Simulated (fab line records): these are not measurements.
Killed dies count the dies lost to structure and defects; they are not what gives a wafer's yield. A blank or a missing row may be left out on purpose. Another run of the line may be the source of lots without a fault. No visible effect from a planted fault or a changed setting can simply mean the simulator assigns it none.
Struck lot and sound lot, side by side || flow nand-harc || 15 out of 1159 route steps
Sound: the wafers L609.1, L609.2, L609.3. Struck: wafers L614.2, L614.6. (L614.1 of the same lot was not struck and is left out.) The cause comes at the end.
Order at every step that has rows: each side's tool, ch and its chambers, its first start. Under that, the readings that differ: sound wafers || struck wafers || difference of the means || sigmas: that difference in standard deviations of wafers without a fault.
alike: readings with means less than 2 such deviations apart, plus words and numbers identical on both sides. not compared: withheld readings, readings lacking a value on some wafer, bounds such as >300 that could conceal the same value, and numbers that have no deviation in the record and whose values overlap.
The two part at a step that has a row with sigmas, a row that says differs or no value, or rows on one side only. When numbers do not overlap yet have no deviation, they are printed without sigmas and do not part them. Lack of a reading on every wafer of one side parts them only where that side has two or more wafers.

NHARC_A_SGD_CUT_INSPECT_11:
  struck on defect-inspect-02, day 17 12:41; sound on defect-inspect-02, day 16 18:07
  alike: raw-defect-count
then, 1 step without rows for these wafers: NHARC_A_SGD_CUT_DESCUM_14 (chemistry O2, time 3 s).
NHARC_A_SGD_CUT_ETCH_58: etches the open film in CF4, target depth 39 nm, time 65 s.
  sound on rie-diel-10 ch 0,1,3, day 16 18:17; struck on rie-diel-07 ch 0,3, day 17 12:50
  alike: drypump-motor-current-A, oes-product-au, rf-fwd-power-W, rf-vpp-V, showerhead-plenum-p-Torr, throttle-valve-pct
  not compared: rf-hours-counter-h
NHARC_A_SGD_CUT_ETCH_59: etches the open film in N2/H2, target depth 260 nm, time 406.25 s.
  sound: rie-diel-10 ch 1,2,3; struck: rie-diel-07 ch 1,2
  alike: drypump-motor-current-A, oes-product-au, rf-fwd-power-W, rf-vpp-V, showerhead-plenum-p-Torr, throttle-valve-pct
  not compared: rf-hours-counter-h
NHARC_A_SGD_CUT_ETCH_15: etches the open film in CH3F/O2, target depth 75 nm, time 64.3 s.
  sound: rie-diel-10 ch 1,2,3; struck: rie-diel-07 ch 0
  alike: drypump-motor-current-A, oes-product-au, rf-fwd-power-W, rf-vpp-V, showerhead-plenum-p-Torr, throttle-valve-pct
  not compared: rf-hours-counter-h
NHARC_A_SGD_CUT_ETCH_16: etches the open film in C4F8/O2/Ar, target depth 310.5 nm, time 155.2 s.
  sound: rie-diel-10 ch 0,2,3; struck: rie-diel-07 ch 0,3
  alike: oes-product-au, rf-fwd-power-W, rf-vpp-V
  not compared: rf-hours-counter-h
then, 1 step without rows for these wafers: NHARC_A_SGD_CUT_STRIP_60 (strips in C4F8/O2/Ar).
NHARC_A_SGD_CUT_STRIP_17: strips in O2.
  sound: rie-diel-10 ch 0,1,3; struck: rie-diel-07 ch 1,2
{"reading": "oes-product-au (a.u.)", "sound": "0.993 0.994 0.976", "struck": "1.012 1.015", "difference": "+0.026", "sigmas": "+2"}
  alike: drypump-motor-current-A, rf-vpp-V, showerhead-plenum-p-Torr, throttle-valve-pct
  not compared: rf-hours-counter-h
then, 4 steps without rows for these wafers: NHARC_A_SGD_CUT_PRECLEAN_18 (cleans in SC1); NHARC_A_SGD_CUT_SRD_19; NHARC_A_SGD_CUT_DEP_20 (deposits SiO2, target thk 150 nm); NHARC_A_SGD_CUT_ANNEAL_27 (time 1800 s).
NHARC_A_SGD_CUT_CMP_21: polishes, target thk 148.19 nm.
  sound on cmp-02 ch 0,1,2, day 16 23:14; struck on cmp-02 ch 1,2, day 17 19:37
{"reading": "time-to-endpoint-s (s)", "sound": "50.5 50.1 51.1", "struck": "26.4 29.5", "difference": -22.6, "sigmas": -9}
  alike: motor-current-A
NHARC_A_SGD_CUT_THK_MEAS_22: measures by ellipsometry.
  struck on film-metro-02, day 17 19:53; sound on film-metro-01, day 16 23:30
  alike: thk-nm
-- jump in the record: it breaks off in module A_SGD_CUT and resumes in module END (first step shown: number 1159 of the route), and 6 days separate the struck wafers' starts before and after --
NHARC_END_SORT_01:
  sound on prober-02 ch 0, day 23 13:04; struck on prober-02 ch 0, day 23 21:46
  alike: killed-at-array, killed-at-other, killed-at-periphery, killed-dies, killed-open, killed-short

== WHERE THEY PART ==
First at NHARC_A_SGD_CUT_STRIP_17; last, within this record, at NHARC_A_SGD_CUT_CMP_21. Later steps at which nothing parts them and some readings are alike: NHARC_A_SGD_CUT_THK_MEAS_22, NHARC_END_SORT_01.

WHY: what the simulator had put in
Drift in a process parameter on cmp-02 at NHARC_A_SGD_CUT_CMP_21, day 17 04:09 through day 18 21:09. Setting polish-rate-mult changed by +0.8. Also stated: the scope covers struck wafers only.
